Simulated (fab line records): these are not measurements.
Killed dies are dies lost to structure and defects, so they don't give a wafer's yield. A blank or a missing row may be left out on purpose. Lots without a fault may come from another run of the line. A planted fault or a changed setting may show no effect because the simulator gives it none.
A single fault, viewed from 2 desks | flow n5-finfet | only its own numbers are on each desk; what lay behind them is given at the end

METROLOGY DESK
Means of the sampled wafers that have a number, per lot and without regard to the tool the lot ran on: this is what the gauges read. If a lot's mean is further than 4 standard deviations from the usual mean, the lot is out of limits and carries the mark OUT (the distance appears in the brackets). Of its 10 readings 7 are shown: those that lie furthest out on some lot.
Columns: A = DIBL_N at N5_BEOL_M4_RC_MEAS_101, usual 36.1 mV/V; B = DIBL_P at N5_BEOL_M4_RC_MEAS_101, usual 36.3 mV/V; C = IOFF_N at N5_BEOL_M4_RC_MEAS_101, usual 0.162 nA/um; D = IOFF_P at N5_BEOL_M4_RC_MEAS_101, usual 0.22 nA/um; E = ION_N at N5_BEOL_M4_RC_MEAS_101, usual 674 uA/um; F = SS_P at N5_BEOL_M4_RC_MEAS_101, usual 73.4 mV/dec; G = VT_N at N5_BEOL_M4_RC_MEAS_101, usual 249.4 mV
lot  | first seen here | A    | B    | C     | D    | E   | F    | G
L622 | day 8 08:53     | 37.2 | 36.2 | 0.196 | 0.26 | 682 | 74.1 | 246.4
L628 | day 9 17:50     | 37.1 | 36.6 | 0.183 | 0.26 | 686 | 73.9 | 246.1
L627 | day 10 02:08    | 35.5 | 34.4 | 0.152 | 0.21 | 674 | 73.3 | 249.0
L629 | day 10 03:59    | 34.3 | 35.0 | 0.150 | 0.18 | 675 | 73.0 | 249.5
L630 | day 10 09:19    | 36.5 | 36.4 | 0.169 | 0.23 | 674 | 73.3 | 249.0
L631 | day 11 00:41    | 36.7 | 37.4 | 0.172 | 0.24 | 685 | 73.8 | 246.2
L636 | day 11 23:51    | 35.4 | 36.2 | 0.156 | 0.22 | 674 | 73.1 | 249.0
L638 | day 12 14:11    | 35.9 | 36.9 | 0.170 | 0.20 | 675 | 73.7 | 248.5
L641 | day 13 06:13    | 33.3 | 35.5 | 0.124 | 0.18 | 670 | 73.3 | 254.4
L640 | day 13 13:46    | 35.3 | 34.6 | 0.136 | 0.21 | 671 | 72.9 | 250.7
This desk's finding: nothing out of limits on any of the 10 lots.

AT THE TOOL OWNER'S DESK: pvd-sputter-01
The tool's own readings at N5_BEOL_M4_SPUTTER_79 (material Cu, target thk 4.5 nm, time 8.29 s): means of the sampled wafers that have a number, for each lot that ran on this tool. If a lot's mean is further than 4 standard deviations from the usual mean, the lot is out of limits and carries the mark OUT (the distance appears in the brackets).
Columns: A = chamber-pressure-pa at N5_BEOL_M4_SPUTTER_79, usual 0.07002 Pa; B = throttle-valve-pct at N5_BEOL_M4_SPUTTER_79, usual 30.0 %
lot  | first seen here | A                 | B
L629 | day 10 01:05    | 0.07538 (+41) OUT | 29.1
L630 | day 10 06:09    | 0.07537 (+41) OUT | 29.5
L640 | day 13 10:32    | 0.07002           | 30.4
Finding of this desk: L629, L630 out of limits; the first was L629 at day 10 01:05, on chamber-pressure-pa at N5_BEOL_M4_SPUTTER_79. In limits: L640.

TAKEN TOGETHER
The tool owner's desk had the chance to raise an alarm at day 10 01:05 on L629, L630.
From the metrology desk's view, nothing was out of limits.
The metrology desk has L629, L630 on record, within its limits.
On pvd-sputter-01, each named lot ran N5_BEOL_M4_SPUTTER_79.

WHAT THE SIMULATOR PUT IN
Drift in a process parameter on pvd-sputter-01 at N5_BEOL_M4_SPUTTER_79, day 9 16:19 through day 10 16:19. Setting chamber-pressure-pa, moved by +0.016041, from 0.07. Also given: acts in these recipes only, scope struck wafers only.
Lots struck among those shown: L629, L630.
Each desk's first reading out of limits, in hours after the fault started: the tool owner's desk, 9.
